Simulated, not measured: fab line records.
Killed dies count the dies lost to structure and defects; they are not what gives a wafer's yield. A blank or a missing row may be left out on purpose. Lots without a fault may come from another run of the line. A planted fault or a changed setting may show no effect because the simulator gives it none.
Matching of chambers	flow n5-finfet	N5_HKMG_FIN_NWFM_ALD_20 on ald-metal-04 has 4 sister chambers
The step deposits TiAlC, target thk 2 nm, pulse time 3 s, purge time 2 s. 4 wafers are shown with their chamber, then 9 later ones without.

== WAFERS WITH THEIR CHAMBER ==
wafer	chamber	heater-power-outer-w (W)
L078.5	3	274
L081.1	2	229
L085.3	1	284
L085.5	0	242

== WAFERS WITH NO CHAMBER GIVEN ==
wafer	heater-power-outer-w (W)
L088.1	285
L088.3	273
L088.5	288
L092.1	284
L092.2	236
L092.3	273
L095.2	244
L095.3	266
L095.4	283

== WHICH CHAMBER EACH ONE RAN IN ==
wafer	from the rows above	in truth
L088.1	1	1
L088.3	3	3
L088.5	1	1
L092.1	1	1
L092.2	can't be placed: 0 or 2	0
L092.3	3	3
L095.2	0	0
L095.3	3	3
L095.4	1	1
8 of 9 placed correctly. Unplaceable from these rows: 1, with the true chamber sitting among the candidates in 1. Wrongly placed: 0.
How it was worked out, from the rows above alone: a wafer's distance from a chamber is the root of the sum, over the readings, of the square of ((its reading less the chamber's mean) divided by the reading's scatter). If the next closest chamber is less than 2 further off than the closest, the wafer can't be placed; otherwise it belongs to the closest. Each chamber's mean is taken over the wafers shown for it. The scatter (one wafer shown for each chamber): square how far every hidden wafer sits from the nearest shown wafer, average those squares and take the square root.
